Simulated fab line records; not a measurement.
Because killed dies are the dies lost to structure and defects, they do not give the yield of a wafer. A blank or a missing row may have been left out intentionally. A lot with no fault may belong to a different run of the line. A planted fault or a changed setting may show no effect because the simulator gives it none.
A single fault, viewed from 3 desks / flow n5 finfet / what lay behind the numbers comes last; until then each desk has only its own

## AT THE METROLOGY DESK
What the gauges read for every lot (on any tool): the sampled wafers with a number, averaged. The brackets show how far a lot's mean lies from the usual mean; more than 4 standard deviations puts the lot out of limits, marked OUT. Readings shown: 7 of its 11, picked as those furthest out on some lot.
Columns: A = cd nm at N5_ZERO_LAYER_CD_MEAS_11, usual 2000.2 nm; B = DIBL_N at N5_BEOL_M4_RC_MEAS_101, usual 37.1 mV/V; C = IOFF_N at N5_BEOL_M4_RC_MEAS_101, usual 0.17 nA/um; D = IOFF_P at N5_BEOL_M4_RC_MEAS_101, usual 0.22 nA/um; E = ION_N at N5_BEOL_M4_RC_MEAS_101, usual 680 uA/um; F = VT_N at N5_BEOL_M4_RC_MEAS_101, usual 248.9 mV; G = VT_P at N5_BEOL_M4_RC_MEAS_101, usual -251 mV
lot=L141; first seen here=day 2 00:38; A=2002.0; B=35.4; C=0.17; D=0.20; E=677; F=248.3; G=-252
lot=L143; first seen here=day 2 12:38; A=2000.8; B=36.3; C=0.18; D=0.25; E=686; F=247.5; G=-247
lot=L147; first seen here=day 3 12:38; A=2001.2; B=36.6; C=0.14; D=0.17; E=664; F=253.4; G=-257
lot=L156; first seen here=day 5 18:39; A=1999.4; B=37.2; C=0.16; D=0.21; E=677; F=250.7; G=-250
lot=L157; first seen here=day 6 02:09; A=1999.7; B=34.3; C=0.14; D=0.21; E=678; F=250.2; G=-250
lot=L158; first seen here=day 6 06:38; A=2000.9; B=39.0; C=0.22; D=0.26; E=694; F=244.6; G=-248
lot=L159; first seen here=day 6 12:40; A=2002.6; B=36.4; C=0.16; D=0.21; E=672; F=251.0; G=-251
lot=L160; first seen here=day 6 18:42; A=2001.1; B=37.7; C=0.18; D=0.22; E=680; F=246.8; G=-251
lot=L161; first seen here=day 7 00:38; A=1999.5; B=39.2; C=0.18; D=0.23; E=674; F=249.3; G=-248
lot=L162; first seen here=day 7 09:25; A=2000.5; B=37.7; C=0.19; D=0.26; E=686; F=247.1; G=-244
Finding of this desk: none of the 10 lots has anything out of limits.

## TOOL OWNER'S DESK, rie si-06
The tool's own readings at N5_ZERO_LAYER_ETCH_18 (etches Si in HBr/Cl2, target depth 120 nm, time 40 s): means of the sampled wafers that have a number, for each lot that ran on this tool. The brackets show how far a lot's mean lies from the usual mean; more than 4 standard deviations puts the lot out of limits, marked OUT.
Columns: A = bias w at N5_ZERO_LAYER_ETCH_18, usual 75.01 W; B = drypump motor current A at N5_ZERO_LAYER_ETCH_18, usual 5.9 A; C = oes product au at N5_ZERO_LAYER_ETCH_18, usual 1.006 a.u.; D = throttle valve pct at N5_ZERO_LAYER_ETCH_18, usual 36.26 %
lot=L143; first seen here=day 2 12:47; A=75.16; B=5.6; C=1.019; D=36.22
lot=L147; first seen here=day 3 12:47; A=80.37 (+24) OUT; B=5.8; C=1.000; D=36.22
lot=L159; first seen here=day 6 13:14; A=75.17; B=5.8; C=1.006; D=36.22
lot=L161; first seen here=day 7 00:47; A=74.80; B=5.8; C=1.001; D=36.10
lot=L162; first seen here=day 7 09:53; A=74.88; B=5.8; C=1.008; D=36.09
This desk finds L147 out of limits, L147 being first, at day 3 12:47 (bias w at N5_ZERO_LAYER_ETCH_18). Within limits: L143, L159, L161, L162.

## THE DEFECT DESK
For each lot, the counts of the inspections along the route, averaged over the sampled wafers that have a number. The brackets show how far a lot's mean lies from the usual mean; more than 4 standard deviations puts the lot out of limits, marked OUT.
Columns: A = raw defect count at N5_WELL_APT_INSPECT_27, usual 2.1
lot=L141; first seen here=day 2 03:13; A=1.0
lot=L143; first seen here=day 2 14:52; A=2.3
lot=L147; first seen here=day 3 14:44; A=1.0
lot=L156; first seen here=day 5 20:50; A=2.3
lot=L157; first seen here=day 6 04:14; A=1.0
lot=L158; first seen here=day 6 09:07; A=1.3
lot=L159; first seen here=day 6 15:28; A=2.3
lot=L160; first seen here=day 6 21:16; A=3.7
lot=L161; first seen here=day 7 02:44; A=3.3
lot=L162; first seen here=day 7 11:52; A=3.7
Finding of this desk: none of the 10 lots has anything out of limits.

## PUT TOGETHER
The tool owner's desk had the chance to raise an alarm at day 3 12:47 on L147.
From the metrology desk's view, nothing was out of limits.
Nothing out of limits was seen by the defect desk.
The metrology desk holds a record of L147, inside its limits.
The defect desk has L147 on record, within its limits.
All the named lots went through N5_ZERO_LAYER_ETCH_18 on rie si-06.

## WHAT THE SIMULATOR HAD INSERTED
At N5_ZERO_LAYER_ETCH_18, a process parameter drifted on rie si-06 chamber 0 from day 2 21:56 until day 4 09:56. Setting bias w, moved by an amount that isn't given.
Lots struck among those shown: L147.
Hours from the fault's start to each desk's first reading out of limits: the tool owner's desk, 15.
